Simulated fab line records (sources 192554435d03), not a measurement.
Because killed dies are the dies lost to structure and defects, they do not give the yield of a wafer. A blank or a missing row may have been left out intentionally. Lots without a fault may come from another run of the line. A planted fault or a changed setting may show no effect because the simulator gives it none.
Lot-split experiment ; flow n5Finfet ; 7 lots, 21 wafers read, on a route of 1938 steps

== ON THE SPLIT ==
At N5_BEOL_M5_COAT_71 (time 60 s, resist thk 5 nm), the setting spinRpm was moved away from the recipe's 1500 rpm on 8 of the 21 wafers read, by -7.0% to +4.3%. All remaining wafers had this setting at the recipe value.

== FROM THE SPLIT TO THE READING: what the file shows between them, 3 steps ==
- N5_BEOL_M5_COAT_05: resist thk 30 nm
- N5_BEOL_M5_EBR_07
- N5_BEOL_M5_DESCUM_16: chemistry O2, time 7 s

== THE READING ==
etch.depthNm (the simulator's own value, which no gauge read), in nm, at N5_BEOL_M5_ETCH_72 (etches underlayer in N2/H2, target depth 6.5 nm, time 5.2 s). No usual value for it is given in the file. Here, 13 wafers ran the recipe; their average is 4.992 nm with a standard deviation of 0.016 nm.

wafer;tool, chamber at the split;spinRpm as run, rpm;against the recipe;etch.depthNm, nm;against lot-mates on the recipe
L076.1;lithoTrack-02, 0;1500;recipe;4.988;-
L076.3;lithoTrack-02, 0;1435;-4.3%;5.12;+0.132
L076.4;lithoTrack-02, 0;1435;-4.3%;5.114;+0.126
L075.1;lithoTrack-02, 0;1448;-3.5%;5.097;+0.092
L075.3;lithoTrack-02, 0;1500;recipe;5;-
L075.5;lithoTrack-02, 0;1500;recipe;5.01;-
L077.2;lithoTrack-02, 0;1395;-7.0%;5.168;+0.166
L077.3;lithoTrack-02, 0;1500;recipe;5.002;-
L077.6;lithoTrack-02, 0;1395;-7.0%;5.188;+0.186
L079.4;lithoTrack-02, 0;1500;recipe;5.021;-
L079.5;lithoTrack-02, 0;1500;recipe;5.012;-
L079.6;lithoTrack-02, 0;1564;+4.3%;4.911;-0.106
L080.1;lithoTrack-02, 0;1500;recipe;4.988;-
L080.3;lithoTrack-02, 0;1449;-3.4%;5.076;+0.088
L080.4;lithoTrack-02, 0;1449;-3.4%;5.089;+0.101
L082.4;lithoTrack-04, 0;1500;recipe;4.976;-
L082.5;lithoTrack-04, 0;1500;recipe;4.97;-
L082.6;lithoTrack-04, 0;1500;recipe;4.965;-
L088.2;lithoTrack-02, 0;1500;recipe;4.98;-
L088.4;lithoTrack-02, 0;1500;recipe;4.995;-
L088.5;lithoTrack-02, 0;1500;recipe;4.99;-

FIT RESULTS
A straight line over all 21 wafers: etch.depthNm changes by -0.0259 nm for each +1% of spinRpm; r = -0.98; the points scatter about the line by 0.016 nm.
The same after taking each lot's own level away (the mean of its wafers on the recipe; 21 wafers): -0.0262 nm for each +1%; r = -0.99; scatter 0.008 nm.
On that fit, the largest move of spinRpm shifts the reading by 0.18 nm.
The span of the lots' own levels, 4.9703 to 5.0165 nm, comes to 2.9 times the standard deviation stated above.
The two slopes agree, so the slope changes little with the lot-to-lot level.
Check: with one of the wafers moved furthest among these (-7.0%) left out of the fit, the line predicts +0.192 nm for it against its lot-mates. Against them it came out at +0.166 nm.

== THE OTHER SPLITS THESE WAFERS WENT THROUGH ==
Note: prior to the reading, these wafers also went through further splits. Each is held against what the fit with the lots' levels taken away leaves over:
other split on the same wafers;wafers away from the commonest value;r with etch.depthNm (lot level and that fit taken away)
N5_BEOL_M0_SAQP_COAT_87 spinRpm;7;+0.19
N5_BEOL_M1_ETCH_64 sourceW;10;+0.20
N5_BEOL_M4_PECVD_72 timeS;10;+0.21
N5_BEOL_M5_ILD_DEP_00 timeS;7;-0.31

== FILE'S OWN FIT ==
etch.depthNm changes by -0.0263 nm for each +1% of spinRpm, r = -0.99.
